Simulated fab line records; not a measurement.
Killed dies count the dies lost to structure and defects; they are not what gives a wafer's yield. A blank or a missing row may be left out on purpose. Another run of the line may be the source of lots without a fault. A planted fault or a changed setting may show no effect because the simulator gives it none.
fab line records	flow nandHarc
[record] lots = 7	wafers = 21	lastDay = 29
route steps=1159 shown A_STAIRCASE@612 END@1159
lots untouched by any fault: they come from a run of this same line in which no faults occurred
startH: hours from the record's first day to the start of the lot's first wafer shown	waitH: hours since the lot's step before	" unchanged from the row above	L1.1+2: a single row standing in for several wafers	- no value, or no start given	* or withheld: withheld	< > ~ a bound
route shown NAME@n: a module of which the file shows steps, and the number in the route of the first	usual: mean/standard deviation of fault-free wafers	same: alike in all rows	chamber/n: place in a boat	sites: readings site by site	_std_site: the standard deviation of these	_edge_site: the outer-site mean with the inner-site mean subtracted	radiusMm: for every site, how far away it sits from the centre of the wafer	mask NAME#n: copy n	behind: the last tool/chamber to shape the wafer	hold: why the lot went on hold/how many hours it stayed there/how the hold came to an end	device: which transistor (n, p or np) failed to switch	end of line: the same wafers' tests at the end of the route	a step with no rows: only its recipe	killed: at the first sort, the dies lost to defects and structure; wafer yield is something else	map: a wafer's dies, x killed, . not, _ none there
set.NAME: setting as actually run; set.NAME@STEP: the setting as run at that earlier step	model.NAME: the simulator's own value behind a step, which no gauge read
certain route steps with their lots: each step a table, each wafer a row
services: the hour from which a tool's chamber was out of use, counted from the record's first day as startH (under 0 if before that day), plus the number of hours and why
[[steps]]
[step NHARC_A_STAIRCASE_HARDBAKE_218]
[recipe] tempC = 120	timeS = 140
[step NHARC_A_STAIRCASE_DESCUM_219]
[recipe] timeS = 3	o2FlowSccm = 200	arFlowSccm = 0	biasPowerW = 0	chemistry = O2
[step NHARC_A_STAIRCASE_TRIM_220]
[recipe] timeS = 211.2	o2FlowSccm = 500	arFlowSccm = 0	biasW = 0	chemistry = O2
[step NHARC_A_STAIRCASE_ETCH_221]
[recipe] targetDepthA = 1000	timeS = 40.5	ionEnergyEv = 400	c4f8FlowSccm = 20	o2FlowSccm = 10	arFlowSccm = withheld	rfW = 600	biasW = 1000	chemistry = C4F8/O2
[step NHARC_A_STAIRCASE_TRIM_222]
[recipe] timeS = 211.2	o2FlowSccm = 500	arFlowSccm = 0	biasW = 0	chemistry = O2
[usual] drypumpMotorCurrentA = 5.8/0.47	oesProductAu = 0.998/0.0096	rfVppV = 57.8/0.97	showerheadPlenumPTorr = 3.56/0.15	throttleValvePct = 17.036/0.0093
[same] biasW = 0
lot.wafer	tool	chamber	startH	waitH	drypumpMotorCurrentA	oesProductAu	rfHoursCounterH	rfVppV	showerheadPlenumPTorr	throttleValvePct
L772.3	rieDiel-11	0	-	-	6.1	1.003	30	59.2	3.79	17.034
L772.2	"	2	"	"	5.9	0.973	29	58.0	3.32	17.035
L772.5	"	0	"	"	6.1	0.998	-	59.7	3.79	17.035
L771.3	rieDiel-11	0	-	-	6.1	0.999	35	59.0	3.79	17.032
L771.4	"	1	"	"	5.8	0.997	22	58.9	3.64	17.024
L771.5	"	2	"	"	5.9	0.979	-	56.8	3.32	17.033
L776.1	rieDiel-04	2	-	-	6.5	1.002	13	58.3	3.58	17.043
L776.4	"	1	"	"	5.4	1.001	17	57.4	3.59	17.045
L776.5	"	3	"	"	5.1	0.981	-	58.2	3.77	17.029
L780.3	rieDiel-05	0	-	-	5.3	1.000	46	56.4	3.54	17.019
L780.4	"	1	"	"	6.1	1.012	46	57.5	3.46	17.052
L780.5	"	3	"	"	5.5	1.003	-	58.3	3.39	17.031
L781.2	rieDiel-11	0	-	-	6.1	1.004	54	58.0	3.78	17.022
L781.4	"	1	"	"	5.9	1.009	41	58.6	3.63	17.029
L781.6	"	0	"	"	6.1	1.005	-	58.4	3.78	17.032
L786.1	rieDiel-05	1	-	-	6.1	0.998	1	58.2	3.46	17.045
L786.2	"	2	"	"	6.4	0.990	1	57.8	3.66	17.031
L786.3	"	3	"	"	5.5	0.995	1	56.5	3.39	17.032
L791.3	rieDiel-04	3	-	-	5.1	1.005	49	58.5	3.76	17.035
L791.2	"	0	"	"	6.5	0.999	50	56.5	3.38	17.046
L791.6	"	3	"	"	5.1	0.995	-	57.4	3.76	17.031
[step NHARC_A_STAIRCASE_ETCH_223]
[recipe] targetDepthA = 1000	timeS = 40.5	ionEnergyEv = 400	c4f8FlowSccm = 20	o2FlowSccm = 10	arFlowSccm = withheld	rfW = 600	biasW = 1000	chemistry = C4F8/O2
[usual] biasW = 1000/3.1	oesProductAu = 0.939/0.013	rfVppV = 897/5.4	runLengthS = 61.8/0.41
lot.wafer	tool	chamber	startH	waitH	biasW	oesProductAu	rfHoursCounterH	rfVppV	runLengthS
L772.3	rieDiel-11	2	-	-	1005	0.919	30	889	60.9
L772.2	"	0	"	"	1002	0.946	31	906	61.7
L772.5	"	2	"	"	998	0.929	-	889	60.9
L771.4	rieDiel-11	1	-	-	1001	0.940	22	900	61.1
L771.3	"	3	"	"	1004	0.940	35	898	62.4
L771.5	"	1	"	"	1002	0.948	-	900	61.6
L776.1	rieDiel-04	3	-	-	1002	0.921	17	905	62.4
L776.4	"	0	"	"	1005	0.934	17	892	62.3
L776.5	"	1	"	"	999	0.933	-	897	62.6
L780.4	rieDiel-05	1	-	-	1002	0.953	46	894	62.0
L780.3	"	2	"	"	999	0.945	50	900	61.9
L780.5	"	2	"	"	1004	0.925	-	901	61.8
L781.4	rieDiel-11	2	-	-	1003	0.891	48	887	61.3
L781.2	"	3	"	"	996	0.920	52	898	62.4
L781.6	"	0	"	"	1006	0.924	-	904	61.7
L786.3	rieDiel-05	1	-	-	1001	0.942	1	893	62.6
L786.1	"	2	"	"	1000	0.948	1	901	61.7
L786.2	"	0	"	"	996	0.944	1	895	61.8
L791.3	rieDiel-04	1	-	-	1003	0.967	46	898	61.9
L791.2	"	2	"	"	1000	0.954	42	897	61.8
L791.6	"	1	"	"	1002	0.960	-	898	62.0
[step NHARC_A_STAIRCASE_TRIM_224]
[recipe] timeS = 211.2	o2FlowSccm = 500	arFlowSccm = 0	biasW = 0	chemistry = O2
[usual] drypumpMotorCurrentA = 5.8/0.48	oesProductAu = 1.000/0.01	rfVppV = 57.9/0.87	showerheadPlenumPTorr = 3.56/0.15	throttleValvePct = 17.036/0.0096
[same] biasW = 0
lot.wafer	tool	chamber	startH	waitH	drypumpMotorCurrentA	oesProductAu	rfHoursCounterH	rfVppV	showerheadPlenumPTorr	throttleValvePct
L772.3	rieDiel-11	0	-	-	6.1	1.009	31	58.1	3.79	17.049
L772.2	"	2	"	"	5.9	0.976	30	58.0	3.32	17.033
L772.5	"	2	"	"	5.9	0.991	-	58.1	3.32	17.028
L771.3	rieDiel-11	1	-	-	5.9	0.996	22	57.5	3.64	17.032
L771.4	"	0	"	"	6.1	1.010	35	58.8	3.79	17.050
L771.5	"	1	"	"	5.8	1.012	-	58.3	3.64	17.035
L776.1	rieDiel-04	3	-	-	5.1	0.985	17	58.0	3.77	17.044
L776.4	"	2	"	"	6.4	0.998	14	58.7	3.58	17.043
L776.5	"	3	"	"	5.1	0.980	-	59.1	3.77	17.013
L780.4	rieDiel-05	0	-	-	5.3	1.002	46	56.1	3.54	17.045
L780.3	"	2	"	"	6.4	0.994	51	58.2	3.66	17.021
L780.5	"	0	"	"	5.3	0.992	-	59.7	3.54	17.040
L781.4	rieDiel-11	2	-	-	5.9	0.983	49	57.2	3.31	17.038
L781.2	"	3	"	"	5.3	1.004	53	58.2	3.59	17.033
L781.6	"	2	"	"	5.9	0.987	-	55.9	3.31	17.043
L786.3	rieDiel-05	3	-	-	5.5	0.998	1	56.0	3.39	17.023
L786.1	"	0	"	"	5.3	1.001	1	57.4	3.54	17.022
L786.2	"	1	"	"	6.1	1.006	1	57.3	3.46	17.026
L791.3	rieDiel-04	3	-	-	5.1	0.990	49	57.4	3.76	17.030
L791.2	"	2	"	"	6.4	0.997	42	58.5	3.56	17.046
L791.6	"	0	"	"	6.4	1.009	-	57.9	3.38	17.057
[step NHARC_A_STAIRCASE_ETCH_225]
[recipe] targetDepthA = 1000	timeS = 40.5	ionEnergyEv = 400	c4f8FlowSccm = 20	o2FlowSccm = 10	arFlowSccm = withheld	rfW = 600	biasW = 1000	chemistry = C4F8/O2
[step NHARC_A_STAIRCASE_TRIM_226]
[recipe] timeS = 211.2	o2FlowSccm = 500	arFlowSccm = 0	biasW = 0	chemistry = O2
[step NHARC_A_STAIRCASE_ETCH_227]
[recipe] targetDepthA = 1000	timeS = 40.5	ionEnergyEv = 400	c4f8FlowSccm = 20	o2FlowSccm = 10	arFlowSccm = withheld	rfW = 600	biasW = 1000	chemistry = C4F8/O2
[step NHARC_A_STAIRCASE_TRIM_229]
[recipe] timeS = 211.2	o2FlowSccm = 500	arFlowSccm = 0	biasW = 0	chemistry = O2
[usual] drypumpMotorCurrentA = 5.8/0.45	oesProductAu = 0.998/0.011	rfVppV = 57.8/0.9	showerheadPlenumPTorr = 3.56/0.15	throttleValvePct = 17.038/0.0089
[same] biasW = 0
lot.wafer	tool	chamber	startH	waitH	drypumpMotorCurrentA	oesProductAu	rfHoursCounterH	rfVppV	showerheadPlenumPTorr	throttleValvePct
L772.3	rieDiel-04	3	310.04	0.1	5.1	1.002	6	57.8	3.78	17.047
L772.2	"	0	"	"	6.4	1.017	6	59.1	3.41	17.042
L772.5	"	0	"	"	6.4	1.014	-	58.0	3.41	17.036
L771.4	rieDiel-11	3	317.87	0.1	5.3	1.000	36	57.6	3.59	17.037
L771.3	"	1	"	"	5.8	1.009	23	58.4	3.64	17.036
L771.5	"	2	"	"	5.9	0.981	-	56.1	3.32	17.024
L776.4	rieDiel-11	3	328.61	0.1	5.3	0.989	43	58.7	3.59	17.043
L776.1	"	2	"	"	5.9	0.988	38	57.8	3.31	17.059
L776.5	"	0	"	"	6.1	1.002	-	58.7	3.78	17.026
L780.4	rieDiel-11	1	335.03	0.1	5.8	1.004	34	57.6	3.64	17.051
L780.3	"	3	"	"	5.3	0.995	47	57.9	3.59	17.030
L780.5	"	0	"	"	6.1	0.988	-	58.4	3.78	17.024
L781.4	rieDiel-11	0	347.12	0.7	6.0	1.004	56	57.1	3.78	17.033
L781.2	"	1	"	"	5.8	1.007	44	58.5	3.63	17.039
L781.6	"	2	"	"	5.9	0.981	-	57.0	3.31	17.049
L786.2	rieDiel-05	3	353.13	0.1	5.5	1.002	1	56.5	3.39	17.042
L786.1	"	0	"	"	5.3	0.995	2	57.5	3.54	17.028
L786.3	"	2	"	"	6.5	1.004	1	57.0	3.66	17.045
L791.2	rieDiel-04	3	381.49	0.1	5.1	1.008	50	57.6	3.75	17.028
L791.3	"	1	"	"	5.4	1.012	46	57.6	3.57	17.029
L791.6	"	0	"	"	6.4	1.009	-	58.2	3.38	17.041
[step NHARC_A_STAIRCASE_ETCH_230]
[recipe] targetDepthA = 1000	timeS = 40.5	ionEnergyEv = 400	c4f8FlowSccm = 20	o2FlowSccm = 10	arFlowSccm = withheld	rfW = 600	biasW = 1000	chemistry = C4F8/O2
[usual] biasW = 999.9/3	oesProductAu = 0.943/0.016	rfVppV = 897/5.2	runLengthS = 61.8/0.45
lot.wafer	tool	chamber	startH	waitH	biasW	oesProductAu	rfHoursCounterH	rfVppV	runLengthS
L772.2	rieDiel-04	2	310.28	-	998.5	0.953	3	897	61.6
L772.3	"	3	"	"	998.8	0.928	6	906	62.2
L772.5	"	2	"	"	1003.1	0.944	-	898	61.8
L771.3	rieDiel-11	1	318.05	-	1000.8	0.951	23	899	61.2
L771.4	"	3	"	"	1004.3	0.925	36	899	62.3
L771.5	"	0	"	"	1002.5	0.943	-	904	61.8
L776.1	rieDiel-11	0	328.84	-	1001.2	0.953	43	904	61.9
L776.4	"	2	"	"	1002.8	0.936	38	887	60.7
L776.5	"	0	"	"	999.9	0.959	-	906	74.3
L780.3	rieDiel-11	1	335.23	-	1000.2	0.947	34	901	61.2
L780.4	"	3	"	"	1000.0	0.934	47	898	62.8
L780.5	"	1	"	"	996.5	0.948	-	899	73.9
L781.4	rieDiel-11	2	347.53	-	995.3	0.910	51	887	60.9
L781.2	"	3	"	"	1000.4	0.932	55	898	74.7
L781.6	"	0	"	"	998.6	0.925	-	904	61.7
L786.1	rieDiel-05	1	353.33	-	1003.6	0.950	2	893	62.2
L786.2	"	2	"	"	996.7	0.939	1	900	61.7
L786.3	"	0	"	"	998.6	0.934	2	896	61.8
L791.3	rieDiel-04	0	381.69	-	997.8	0.945	50	891	61.9
L791.2	"	2	"	"	996.9	0.951	43	897	61.6
L791.6	"	0	"	"	997.9	0.948	-	891	61.5
[step NHARC_A_STAIRCASE_TRIM_231]
[recipe] timeS = 211.2	o2FlowSccm = 500	arFlowSccm = 0	biasW = 0	chemistry = O2
[usual] drypumpMotorCurrentA = 5.8/0.45	oesProductAu = 0.998/0.01	rfVppV = 58.0/0.88	showerheadPlenumPTorr = 3.56/0.15	throttleValvePct = 17.037/0.0079
[same] biasW = 0
lot.wafer	tool	chamber	startH	waitH	drypumpMotorCurrentA	oesProductAu	rfHoursCounterH	rfVppV	showerheadPlenumPTorr	throttleValvePct
L772.2	rieDiel-04	2	-	-	6.5	1.003	3	59.6	3.58	17.032
L772.3	"	1	"	"	5.4	1.004	6	58.1	3.59	17.043
L772.5	"	2	"	"	6.5	1.001	-	56.9	3.58	17.035
L771.3	rieDiel-11	1	-	-	5.8	1.002	23	57.4	3.64	17.031
L771.4	"	0	"	"	6.1	1.011	36	58.7	3.79	17.035
L771.5	"	1	"	"	5.8	1.012	-	59.0	3.64	17.041
L776.1	rieDiel-11	0	-	-	6.1	1.006	43	58.5	3.78	17.024
L776.4	"	2	"	"	5.9	0.991	38	57.0	3.31	17.050
L776.5	"	1	"	"	5.9	1.007	-	57.0	3.64	17.030
L780.4	rieDiel-11	1	-	-	5.8	1.000	35	58.8	3.64	17.033
L780.3	"	3	"	"	5.3	1.003	47	58.5	3.59	17.039
L780.5	"	1	"	"	5.8	1.015	-	58.1	3.64	17.020
L781.4	rieDiel-11	0	-	-	6.1	0.994	57	58.3	3.77	17.036
L781.2	"	2	"	"	5.9	0.978	52	56.4	3.31	17.043
L781.6	"	0	"	"	6.1	1.001	-	56.3	3.78	17.039
L786.2	rieDiel-05	2	-	-	6.5	0.998	2	58.3	3.66	17.047
L786.1	"	0	"	"	5.2	0.992	2	57.7	3.54	17.036
L786.3	"	1	"	"	6.1	1.009	2	57.0	3.46	17.041
L791.2	rieDiel-04	1	-	-	5.4	1.010	46	59.1	3.57	17.044
L791.3	"	0	"	"	6.4	1.015	51	57.5	3.38	17.036
L791.6	"	1	"	"	5.4	1.006	-	58.2	3.57	17.049
[step NHARC_END_SORT_01]
[recipe] tempC = 25
[usual] killedAtArray = 29/11	killedAtOther = 0.5/0.85	killedAtPeriphery = 3.0/2.3	killedDies = 33/12	killedOpen = 3.3/1.9	killedShort = 2.0/1.5
[same] grossDies = 677
lot.wafer	tool	chamber	startH	waitH	killedAtArray	killedAtOther	killedAtPeriphery	killedDies	killedOpen	killedShort
L771.3	prober-02	0	585.68	3.1	13	0	1	14	1	4
L771.4	prober-02	0	586.47	3.4	11	0	3	14	1	3
L771.5	prober-02	0	587.26	3.7	9	0	1	10	1	1
L776.1	prober-01	0	603.30	2.5	41	2	0	43	2	3
L776.4	prober-01	0	605.62	3.3	39	1	3	43	4	1
L776.5	prober-01	0	606.40	3.6	671	1	1	673	2	1
L780.3	prober-02	0	624.72	3.1	25	0	0	25	0	2
L780.4	prober-02	0	625.53	3.4	21	0	2	23	6	2
L780.5	prober-02	0	626.34	3.7	677	0	0	677	1	0
L786.1	prober-01	0	634.40	2.5	41	0	6	47	5	3
L786.2	prober-01	0	635.19	2.8	33	0	4	37	1	3
L786.3	prober-01	0	635.98	3.1	27	0	9	36	4	5
L781.2	prober-02	0	655.04	2.8	672	0	4	676	3	3
L781.4	prober-02	0	656.64	3.4	39	0	2	41	1	1
L781.6	prober-02	0	658.24	4.0	41	0	1	42	2	0
L791.3	prober-02	0	687.06	3.1	33	0	1	34	1	0
// killed by level:class
L771.3 A_CONTACT:chamberFilmFlake=6 A_CHANNEL_HOLE_D1:chamberFilmFlake=2 A_CHANNEL_HOLE_D1:geometricParticle:open=1 A_CHANNEL_FILL_D1:geometricParticle:short=1 A_SLIT:geometricParticle:short=1 A_WL_FILL:geometricParticle:short=1 A_CONTACT:geometricParticle:short=1 P_GATE:chamberFilmFlake=1
L771.4 A_CONTACT:chamberFilmFlake=5 A_CHANNEL_HOLE_D1:chamberFilmFlake=3 P_STI:geometricParticle:short=1 P_GATE:geometricParticle:short=1 A_CHANNEL_FILL_D1:geometricParticle:short=1 A_WL_FILL:geometricParticle:open=1 P_STI:chamberFilmFlake=1 A_STAIRCASE:chamberFilmFlake=1
L771.5 A_CONTACT:chamberFilmFlake=4 A_CHANNEL_HOLE_D1:chamberFilmFlake=3 P_CONTACT:geometricParticle:open=1 A_M0:geometricParticle:short=1 A_STAIRCASE:chamberFilmFlake=1
L776.1 A_CHANNEL_HOLE_D1:chamberFilmFlake=18 A_SLIT:chamberFilmFlake=14 A_CHANNEL_FILL_D1:geometricParticle:short=1 A_SGD_CUT:geometricParticle:open=1 A_CONTACT:geometricParticle:open=1 A_M1:geometricParticle:short=1 STARTING-WAFER:geometricParticle:short=1 A_ZERO_WELL:chamberFilmFlake=1
L776.4 A_SLIT:chamberFilmFlake=17 A_CHANNEL_HOLE_D1:chamberFilmFlake=14 A_M0:geometricParticle:open=2 A_CONTACT:chamberFilmFlake=2 P_CONTACT:geometricParticle:short=1 P_M1:geometricParticle:open=1 A_SGD_CUT:geometricParticle:open=1 P_STI:chamberFilmFlake=1
L776.5 A_STAIRCASE:areaEtch=642 A_CHANNEL_HOLE_D1:chamberFilmFlake=12 A_SLIT:chamberFilmFlake=12 P_M0:geometricParticle:open=1 A_WL_FILL:geometricParticle:open=1 A_M0:geometricParticle:short=1 A_STAIRCASE:chamberFilmFlake=1 A_SGD_CUT:chamberFilmFlake=1
L780.3 A_STAIRCASE:chamberFilmFlake=9 A_CHANNEL_HOLE_D1:chamberFilmFlake=6 A_CONTACT:chamberFilmFlake=6 A_CHANNEL_HOLE_D1:geometricParticle:short=1 A_SGD_CUT:geometricParticle:short=1 A_ZERO_WELL:chamberFilmFlake=1 A_M0:chamberFilmFlake=1
L780.4 A_STAIRCASE:chamberFilmFlake=7 A_CHANNEL_HOLE_D1:chamberFilmFlake=3 A_ONON_D1:geometricParticle:open=2 A_CONTACT:chamberFilmFlake=2 A_M0:chamberFilmFlake=2 P_STI:geometricParticle:short=1 P_CONTACT:geometricParticle:open=1 A_ONON_D1:geometricParticle:short=1
L780.5 A_STAIRCASE:areaEtch=658 A_CONTACT:chamberFilmFlake=6 A_CHANNEL_HOLE_D1:chamberFilmFlake=5 A_STAIRCASE:chamberFilmFlake=4 A_M0:chamberFilmFlake=2 A_SGD_CUT:geometricParticle:open=1 A_SLIT:chamberFilmFlake=1
L786.1 A_SLIT:chamberFilmFlake=16 A_CHANNEL_HOLE_D1:chamberFilmFlake=8 A_STAIRCASE:chamberFilmFlake=7 P_CONTACT:chamberFilmFlake=4 A_M0:geometricParticle:open=2 A_M0:chamberFilmFlake=2 P_STI:geometricParticle:open=1 P_M0:geometricParticle:short=1
L786.2 A_SLIT:chamberFilmFlake=15 A_CHANNEL_HOLE_D1:chamberFilmFlake=5 A_STAIRCASE:chamberFilmFlake=5 P_CONTACT:chamberFilmFlake=4 A_CHANNEL_FILL_D1:chamberFilmFlake=2 A_CONTACT:chamberFilmFlake=2 A_ONON_D1:geometricParticle:short=1 A_CONTACT:geometricParticle:open=1
L786.3 A_SLIT:chamberFilmFlake=10 A_CHANNEL_HOLE_D1:chamberFilmFlake=4 P_STI:chamberFilmFlake=3 P_CONTACT:chamberFilmFlake=3 A_CONTACT:chamberFilmFlake=3 P_GATE:geometricParticle:short=2 A_STAIRCASE:chamberFilmFlake=2 P_M0:geometricParticle:open=1
L781.2 A_STAIRCASE:areaEtch=633 A_SLIT:chamberFilmFlake=17 A_CHANNEL_HOLE_D1:chamberFilmFlake=15 A_CONTACT:chamberFilmFlake=3 P_GATE:geometricParticle:open=1 P_CONTACT:geometricParticle:short=1 P_M1:geometricParticle:open=1 A_CHANNEL_FILL_D1:geometricParticle:short=1
L781.4 A_SLIT:chamberFilmFlake=17 A_CHANNEL_HOLE_D1:chamberFilmFlake=17 A_STAIRCASE:chamberFilmFlake=4 P_GATE:geometricParticle:short=1 P_GATE:geometricParticle:open=1 A_CONTACT:chamberFilmFlake=1
L781.6 A_SLIT:chamberFilmFlake=19 A_CHANNEL_HOLE_D1:chamberFilmFlake=17 A_STAIRCASE:chamberFilmFlake=3 A_ONON_D1:geometricParticle:open=2 P_CONTACT:chamberFilmFlake=1
L791.3 A_SLIT:chamberFilmFlake=19 A_CHANNEL_HOLE_D1:chamberFilmFlake=7 A_STAIRCASE:chamberFilmFlake=2 A_CONTACT:unspecified=2 A_WL_FILL:geometricParticle:open=1 P_STI:chamberFilmFlake=1 A_CHANNEL_FILL_D1:chamberFilmFlake=1 A_CONTACT:chamberFilmFlake=1
// map L776.5 (x killed, . not)
____________x____________
_________xxxxxxx_________
_______xxxxxxxxxxx_______
______xxxxxxxxxxxxx______
_____xxxxxxxxxxxxxxx_____
____xxxxxxxxxxxxxxxxx____
____xxxxxxxxxxxxxxxxx____
___xxxxxxxxxxxxxxxxxxx___
___xxxxxxxxxxxxxxxxxxx___
__xxxxxxxxxxxxxxxxxxxxx__
__xxxxxxxxxxxxxxxxxxxxx__
_xxxxxxxxxxxxxxxxxxxxxxx_
_xxxxxxxxxxxxxxxxxxxxxxx_
_xxxxxxxxxxxxxxxxxxxxxxx_
_xxxxxxxxxxxxxxxxxxxxxxx_
_xxxxxxxxxxxxxxxxxxxxxxx_
xxxxxxxxxxxxxxxxxxxxxxxxx
.xxxxxxxxxxxxxxxxxxxxxxxx
xxxxxxxxxxxxxxxxxxxxxxxxx
xxxxxxxxxxxxxxxxxxxxxxxxx
xxxxxxxxxxxxxxxxxxxxxxxxx
_xxxxxxxxxxxxxxxxxxxxxxx_
_xxxxxxxxxxxxxxxxxxxxxxx_
_xxxxxxxxxxxxxxxxxxxxxxx_
_xxxxxxxxxxxxxxxxxxxxxxx_
_xxxxxxxxxxxxxxxxxxxxxxx_
__xxxxxxxxxxxxxxxxxxxxx__
__xxxxxxxxxxxxxxxxxxxxx__
___xxxxxxxxxxxxxxxxxxx___
___xxxxxxxxxxxxxxxxxxx___
____xxxxxxxxxxxxxxxxx____
____.xxxxxxxxxxxxxxxx____
_____xxxxxxxxxxxxxxx_____
______xxxxxxxxxxxxx______
_______.xxxxxxxxxx_______
_________xxxx.xx_________
____________x____________
// map L780.5 (x killed, . not)
____________x____________
_________xxxxxxx_________
_______xxxxxxxxxxx_______
______xxxxxxxxxxxxx______
_____xxxxxxxxxxxxxxx_____
____xxxxxxxxxxxxxxxxx____
____xxxxxxxxxxxxxxxxx____
___xxxxxxxxxxxxxxxxxxx___
___xxxxxxxxxxxxxxxxxxx___
__xxxxxxxxxxxxxxxxxxxxx__
__xxxxxxxxxxxxxxxxxxxxx__
_xxxxxxxxxxxxxxxxxxxxxxx_
_xxxxxxxxxxxxxxxxxxxxxxx_
_xxxxxxxxxxxxxxxxxxxxxxx_
_xxxxxxxxxxxxxxxxxxxxxxx_
_xxxxxxxxxxxxxxxxxxxxxxx_
xxxxxxxxxxxxxxxxxxxxxxxxx
xxxxxxxxxxxxxxxxxxxxxxxxx
xxxxxxxxxxxxxxxxxxxxxxxxx
xxxxxxxxxxxxxxxxxxxxxxxxx
xxxxxxxxxxxxxxxxxxxxxxxxx
_xxxxxxxxxxxxxxxxxxxxxxx_
_xxxxxxxxxxxxxxxxxxxxxxx_
_xxxxxxxxxxxxxxxxxxxxxxx_
_xxxxxxxxxxxxxxxxxxxxxxx_
_xxxxxxxxxxxxxxxxxxxxxxx_
__xxxxxxxxxxxxxxxxxxxxx__
__xxxxxxxxxxxxxxxxxxxxx__
___xxxxxxxxxxxxxxxxxxx___
___xxxxxxxxxxxxxxxxxxx___
____xxxxxxxxxxxxxxxxx____
____xxxxxxxxxxxxxxxxx____
_____xxxxxxxxxxxxxxx_____
______xxxxxxxxxxxxx______
_______xxxxxxxxxxx_______
_________xxxxxxx_________
____________x____________
[[services]]
tool	chamber	startH	hours	kind
rieDiel-04	-	289.00	9.0	pm
rieDiel-11	0	296.68	-	clean
rieDiel-11	1	296.68	-	clean
rieDiel-11	2	296.68	-	clean
rieDiel-11	3	296.68	-	clean
rieDiel-05	1	303.01	3.9	repair
rieDiel-11	1	307.64	8.5	repair
rieDiel-11	0	321.24	-	clean
rieDiel-11	1	321.24	-	clean
rieDiel-11	2	321.24	-	clean
rieDiel-11	3	321.24	-	clean
rieDiel-05	-	341.18	9.0	pm
rieDiel-11	0	345.77	-	clean
rieDiel-11	1	345.77	-	clean
rieDiel-11	2	345.77	-	clean
rieDiel-11	3	345.77	-	clean
rieDiel-11	3	357.74	-	consumableReplace:focusRing
rieDiel-11	3	357.74	9.0	scheduledDown
rieDiel-11	3	357.74	9.0	ventCycle
rieDiel-11	-	367.63	9.0	pm
rieDiel-11	0	367.63	9.0	ventCycle
rieDiel-11	1	367.63	9.0	ventCycle
rieDiel-11	2	367.63	9.0	ventCycle
rieDiel-11	3	367.63	9.0	ventCycle
[[key]]
[firstSign] step = NHARC_A_STAIRCASE_ETCH_230	reading = runLengthS	direction = up	sigmas = 28	usual = *	struck = *
[effect] step = NHARC_END_SORT_01	reading = killedAtArray	direction = up	sigmas = 60	usual = 29	struck = 673
[moreKillsBornAt] NHARC_A_STAIRCASE_ETCH_230@rieDiel-11 = 1933
metAt NHARC_A_STAIRCASE_ETCH_230
struckWafers L776.5,L780.5,L781.2
laterRowsLeftOut L776.5,L780.5,L781.2
testerLeftOut L776,L780,L781
onsetBetween 318.05 328.84
[fault] kind = processParameterDrift	tool = rieDiel-11	chamber = -	onsetH = 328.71	steps = NHARC_A_STAIRCASE_ETCH_230	channel = timeS	offset = *	shape = step	endH = 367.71	scope = struckWafersOnly	actsIn = *	stated = *
// testerLeftOut: of these lots the tester's yield and bins aren't shown, on N5 and GAA mostly nor the transistor test; their killed dies are dies lost to structure and defects alone, not to doping, threshold or leakage, so they don't give the yield
// laterRowsLeftOut: the simulator's readings of these wafers behind a module that went badly wrong aren't trusted and aren't shown, but for the sort
